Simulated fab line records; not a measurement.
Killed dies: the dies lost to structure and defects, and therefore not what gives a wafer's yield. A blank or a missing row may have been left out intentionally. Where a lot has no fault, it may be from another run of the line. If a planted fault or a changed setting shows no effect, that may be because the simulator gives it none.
Split-lot study -- flow n5Finfet -- 21 wafers read from 7 lots, route of 1938 steps

SPLIT DETAILS
At N5_BEOL_M1_PECVD_72 (deposits SiO2 from TEOS/O2, target thk 16 nm, time 18 s), the setting tempC was moved away from the recipe's 400 C on 11 of the 21 wafers read, by -4.0% to +4.3%. This setting was run at the recipe's value on the other wafers.

The reading comes from the split's own step.

THE READING
SiO2_of_BEOL_M1_PECVD_72.thkNm (the simulator's own value, which no gauge read), in nm, at N5_BEOL_M1_PECVD_72 (deposits SiO2 from TEOS/O2, target thk 16 nm, time 18 s). The file gives no usual value for it. The 10 wafers here that ran the recipe average 16.0 nm, standard deviation 0.19 nm.

wafer,"tool, chamber at the split","tempC as run, C",against the recipe,"SiO2_of_BEOL_M1_PECVD_72.thkNm, nm",against lot-mates on the recipe
L077.1,"pecvd-03, 1",400,recipe,16,-
L077.2,"pecvd-03, 0",388,-3.0%,17.2,+1.2
L077.5,"pecvd-03, 1",388,-3.0%,17.6,+1.6
L079.4,"pecvd-03, 2",400,recipe,16.2,-
L079.5,"pecvd-03, 1",410.8,+2.7%,15,-1.2
L079.6,"pecvd-03, 0",410.8,+2.7%,14.8,-1.4
L082.1,"pecvd-03, 2",400,recipe,15.8,-
L082.4,"pecvd-03, 2,1",400,recipe,16,-
L082.5,"pecvd-03, 2,1",400,recipe,16,-
L086.1,"pecvd-02, 0",400,recipe,15.8,-
L086.3,"pecvd-02, 1",392.6,-1.8%,16.8,+0.7
L086.5,"pecvd-02, 1",400,recipe,16.4,-
L087.2,"pecvd-03, 1",413.3,+3.3%,14.6,-1.2
L087.3,"pecvd-03, 0",413.3,+3.3%,14,-1.8
L087.5,"pecvd-03, 1",400,recipe,15.8,-
L093.1,"pecvd-02, 0",384,-4.0%,17.2,+1.2
L093.5,"pecvd-02, 1",400,recipe,16,-
L093.6,"pecvd-02, 0",384,-4.0%,17.4,+1.4
L097.1,"pecvd-02, 2",417.3,+4.3%,13.8,-2.4
L097.4,"pecvd-02, 0",417.3,+4.3%,14.2,-2.0
L097.6,"pecvd-02, 1",400,recipe,16.2,-
Rows listing several chambers each stand for several wafers; the file does not say which wafer went through which chamber.

THE FIT
A straight line over all 21 wafers: SiO2_of_BEOL_M1_PECVD_72.thkNm changes by -0.428 nm for each +1% of tempC; r = -0.97; the points scatter about the line by 0.26 nm.
The same after taking each lot's own level away (the mean of its wafers on the recipe; 21 wafers): -0.437 nm for each +1%; r = -0.98; scatter 0.24 nm.
Per that fit: largest tempC move, reading shift of 1.9 nm.
Measured against the standard deviation above, the lots' own levels, which go from 15.80 to 16.20 nm, span 2.1 times it.
Consequently the slope shifts little with the lot-to-lot level, the two slopes agreeing.
Check: -1.88 nm against its lot-mates is what the line predicts for one of the wafers moved furthest among these (+4.3%) when that wafer is left out of the fit. Against them it came out at -2.4 nm.

THESE WAFERS: OTHER SPLITS
Before the reading, these wafers also passed through other splits. Each is held against what the fit with the lots' levels taken away leaves over:
other split on the same wafers,wafers away from the commonest value,r with SiO2_of_BEOL_M1_PECVD_72.thkNm (lot level and that fit taken away)
N5_DUMMY_GATE_CVD_03 tempC,15,+0.16
N5_SD_EPI_P_ETCH_16 targetDepthA,4,-0.12
N5_SD_EPI_P_EPI_21 timeS,6,+0.19
N5_HKMG_FIN_ETCH_54 sourceW,9,+0.11
N5_MOL_CONTACT_COAG_ETCH_67 sourceW,5,-0.05
N5_MOL_CONTACT_COAG_ETCHBACK_136 targetDepthA,9,+0.09
N5_BEOL_M0_SAQP_HM_DEP_111 timeS,7,+0.03
N5_BEOL_M0_ETCH_109 biasW,5,-0.20

FILE'S OWN FIT
SiO2_of_BEOL_M1_PECVD_72.thkNm changes by -0.438 nm for each +1% of tempC, r = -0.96.
